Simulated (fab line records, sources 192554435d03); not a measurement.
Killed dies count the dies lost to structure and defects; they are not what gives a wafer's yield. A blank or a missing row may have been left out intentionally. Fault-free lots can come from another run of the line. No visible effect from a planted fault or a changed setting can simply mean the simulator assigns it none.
Chamber matching :: flow n5-finfet :: N5_MOL_CONTACT_COAG_STRIP_98 on rie-diel-01: 4 sister chambers
The step strips in N2/H2. 27 wafers are shown with their chamber, then 12 later ones without.

WAFERS PAIRED WITH THEIR CHAMBERS
wafer: L076.1
chamber: 3
drypump-motor-current-A (A): 5.7
throttle-valve-pct (%): 19.55
oes-product-au (a.u.): 0.70

wafer: L076.2
chamber: 0
drypump-motor-current-A (A): 5.2
throttle-valve-pct (%): 18.57
oes-product-au (a.u.): 0.85

wafer: L076.5
chamber: 1
drypump-motor-current-A (A): 6.1
throttle-valve-pct (%): 18.67
oes-product-au (a.u.): 0.95

wafer: L077.1
chamber: 3
drypump-motor-current-A (A): 5.7
throttle-valve-pct (%): 19.54
oes-product-au (a.u.): 0.71

wafer: L077.2
chamber: 0
drypump-motor-current-A (A): 5.2
throttle-valve-pct (%): 18.59
oes-product-au (a.u.): 0.82

wafer: L077.5
chamber: 1
drypump-motor-current-A (A): 6.1
throttle-valve-pct (%): 18.69
oes-product-au (a.u.): 0.95

wafer: L079.2
chamber: 2
drypump-motor-current-A (A): 5.6
throttle-valve-pct (%): 18.67
oes-product-au (a.u.): 0.93

wafer: L079.3
chamber: 1
drypump-motor-current-A (A): 6.1
throttle-valve-pct (%): 18.72
oes-product-au (a.u.): 0.95

wafer: L079.6
chamber: 0
drypump-motor-current-A (A): 5.2
throttle-valve-pct (%): 18.61
oes-product-au (a.u.): 0.81

wafer: L081.2
chamber: 3
drypump-motor-current-A (A): 5.7
throttle-valve-pct (%): 19.58
oes-product-au (a.u.): 0.70

wafer: L081.5
chamber: 3
drypump-motor-current-A (A): 5.7
throttle-valve-pct (%): 19.57
oes-product-au (a.u.): 0.69

wafer: L081.6
chamber: 0
drypump-motor-current-A (A): 5.2
throttle-valve-pct (%): 18.59
oes-product-au (a.u.): 0.83

wafer: L083.1
chamber: 0
drypump-motor-current-A (A): 5.2
throttle-valve-pct (%): 18.62
oes-product-au (a.u.): 0.82

wafer: L083.4
chamber: 0
drypump-motor-current-A (A): 5.1
throttle-valve-pct (%): 18.62
oes-product-au (a.u.): 0.82

wafer: L083.6
chamber: 2
drypump-motor-current-A (A): 5.5
throttle-valve-pct (%): 18.65
oes-product-au (a.u.): 0.91

wafer: L084.4
chamber: 0
drypump-motor-current-A (A): 5.1
throttle-valve-pct (%): 18.60
oes-product-au (a.u.): 0.82

wafer: L084.5
chamber: 2
drypump-motor-current-A (A): 5.5
throttle-valve-pct (%): 18.67
oes-product-au (a.u.): 0.92

wafer: L084.6
chamber: 1
drypump-motor-current-A (A): 6.1
throttle-valve-pct (%): 18.71
oes-product-au (a.u.): 0.91

wafer: L085.2
chamber: 3
drypump-motor-current-A (A): 5.7
throttle-valve-pct (%): 19.14
oes-product-au (a.u.): 0.96

wafer: L085.4
chamber: 1
drypump-motor-current-A (A): 6.1
throttle-valve-pct (%): 18.72
oes-product-au (a.u.): 0.89

wafer: L085.5
chamber: 3
drypump-motor-current-A (A): 5.7
throttle-valve-pct (%): 19.15
oes-product-au (a.u.): 0.98

wafer: L086.1
chamber: 1
drypump-motor-current-A (A): 6.1
throttle-valve-pct (%): 18.73
oes-product-au (a.u.): 0.90

wafer: L086.2
chamber: 3
drypump-motor-current-A (A): 5.7
throttle-valve-pct (%): 19.16
oes-product-au (a.u.): 0.95

wafer: L086.6
chamber: 0
drypump-motor-current-A (A): 5.2
throttle-valve-pct (%): 18.62
oes-product-au (a.u.): 0.81

wafer: L089.1
chamber: 2
drypump-motor-current-A (A): 5.6
throttle-valve-pct (%): 18.73
oes-product-au (a.u.): 0.89

wafer: L089.5
chamber: 3
drypump-motor-current-A (A): 5.7
throttle-valve-pct (%): 19.16
oes-product-au (a.u.): 0.93

wafer: L089.6
chamber: 2
drypump-motor-current-A (A): 5.5
throttle-valve-pct (%): 18.71
oes-product-au (a.u.): 0.88

SIGNATURES (means of the wafers above)
reading: drypump-motor-current-A
chamber 0: 5.175
chamber 1: 6.100
chamber 2: 5.540
chamber 3: 5.700
scatter within a chamber: 0.0343

reading: throttle-valve-pct
chamber 0: 18.6025
chamber 1: 18.7067
chamber 2: 18.6860
chamber 3: 19.3562
scatter within a chamber: 0.122

reading: oes-product-au
chamber 0: 0.8225
chamber 1: 0.9250
chamber 2: 0.9060
chamber 3: 0.8275
scatter within a chamber: 0.0776
Rule: a wafer's distance from a chamber is the root of the sum, over the readings, of the square of ((its reading less the chamber's mean) divided by the reading's scatter). If the next closest chamber is less than 2 further off than the closest, the wafer can't be placed; otherwise it belongs to the closest. The scatter: the root of (the sum of the squares of (reading less its chamber's mean) over the shown wafers, divided by (wafers less chambers)).

WAFERS WHOSE CHAMBER IS MISSING
wafer: L091.2
drypump-motor-current-A (A): 5.6
throttle-valve-pct (%): 18.70
oes-product-au (a.u.): 0.88

wafer: L091.3
drypump-motor-current-A (A): 5.2
throttle-valve-pct (%): 18.60
oes-product-au (a.u.): 0.80

wafer: L091.4
drypump-motor-current-A (A): 6.1
throttle-valve-pct (%): 18.76
oes-product-au (a.u.): 0.89

wafer: L092.1
drypump-motor-current-A (A): 5.5
throttle-valve-pct (%): 18.71
oes-product-au (a.u.): 0.87

wafer: L092.2
drypump-motor-current-A (A): 6.1
throttle-valve-pct (%): 18.73
oes-product-au (a.u.): 0.87

wafer: L092.6
drypump-motor-current-A (A): 5.2
throttle-valve-pct (%): 18.63
oes-product-au (a.u.): 0.78

wafer: L095.2
drypump-motor-current-A (A): 5.2
throttle-valve-pct (%): 18.64
oes-product-au (a.u.): 0.77

wafer: L095.3
drypump-motor-current-A (A): 6.1
throttle-valve-pct (%): 18.75
oes-product-au (a.u.): 0.86

wafer: L095.6
drypump-motor-current-A (A): 6.1
throttle-valve-pct (%): 18.77
oes-product-au (a.u.): 0.85

wafer: L097.1
drypump-motor-current-A (A): 5.2
throttle-valve-pct (%): 18.67
oes-product-au (a.u.): 0.78

wafer: L097.3
drypump-motor-current-A (A): 5.6
throttle-valve-pct (%): 18.76
oes-product-au (a.u.): 0.86

wafer: L097.6
drypump-motor-current-A (A): 5.6
throttle-valve-pct (%): 18.73
oes-product-au (a.u.): 0.86

EACH ONE'S CHAMBER
wafer: L091.2
from the rows above: 2
in truth: 2

wafer: L091.3
from the rows above: 0
in truth: 0

wafer: L091.4
from the rows above: 1
in truth: 1

wafer: L092.1
from the rows above: 2
in truth: 2

wafer: L092.2
from the rows above: 1
in truth: 1

wafer: L092.6
from the rows above: 0
in truth: 0

wafer: L095.2
from the rows above: 0
in truth: 0

wafer: L095.3
from the rows above: 1
in truth: 1

wafer: L095.6
from the rows above: 1
in truth: 1

wafer: L097.1
from the rows above: 0
in truth: 0

wafer: L097.3
from the rows above: 2
in truth: 2

wafer: L097.6
from the rows above: 2
in truth: 2
Correct placement for 12 of the 12. Not placeable from these rows: 0. Wrongly placed: 0.
